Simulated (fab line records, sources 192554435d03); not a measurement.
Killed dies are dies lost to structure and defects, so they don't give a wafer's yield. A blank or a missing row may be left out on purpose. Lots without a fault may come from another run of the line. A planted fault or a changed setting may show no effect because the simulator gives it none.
Chamber matching | flow n5_finfet | N5_BEOL_M13_ETCH_67 on rie_diel-06: 4 sister chambers
The step etches SiARC in CF4, target depth 143 nm, time 238.3 s. 4 wafers are shown with their chamber, then 7 later ones without.

WAFERS WITH THEIR CHAMBER
wafer  | chamber | showerhead_plenum_p_Torr (Torr)
L081.5 | 3       | 2.03
L088.6 | 1       | 2.13
L089.1 | 0       | 2.12
L089.3 | 2       | 2.06

WAFERS WITHOUT THEIR CHAMBER
wafer  | showerhead_plenum_p_Torr (Torr)
L089.5 | 2.12
L094.2 | 2.11
L094.4 | 2.06
L094.6 | 2.13
L095.1 | 2.13
L095.4 | 2.13
L095.5 | 2.06

WHICH CHAMBER EACH WENT THROUGH
wafer  | from the rows above | in truth
L089.5 | 0                   | 0
L094.2 | 0                   | 0
L094.4 | 2                   | 2
L094.6 | 1                   | 1
L095.1 | 1                   | 1
L095.4 | 1                   | 1
L095.5 | 2                   | 2
Placed correctly: 7 of 7. Can't be placed from these rows: 0. Placed wrongly: 0.
How it was worked out, from the rows above alone: a wafer's distance from a chamber is the root of the sum, over the readings, of the square of ((its reading less the chamber's mean) divided by the reading's scatter). The wafer belongs to the nearest chamber; if the next one is less than 2 further off, it can't be placed. A chamber's mean is the mean of its shown wafers. The scatter: with one shown wafer a chamber, the root of the mean of the squares of how far each hidden wafer lies from its nearest shown one.
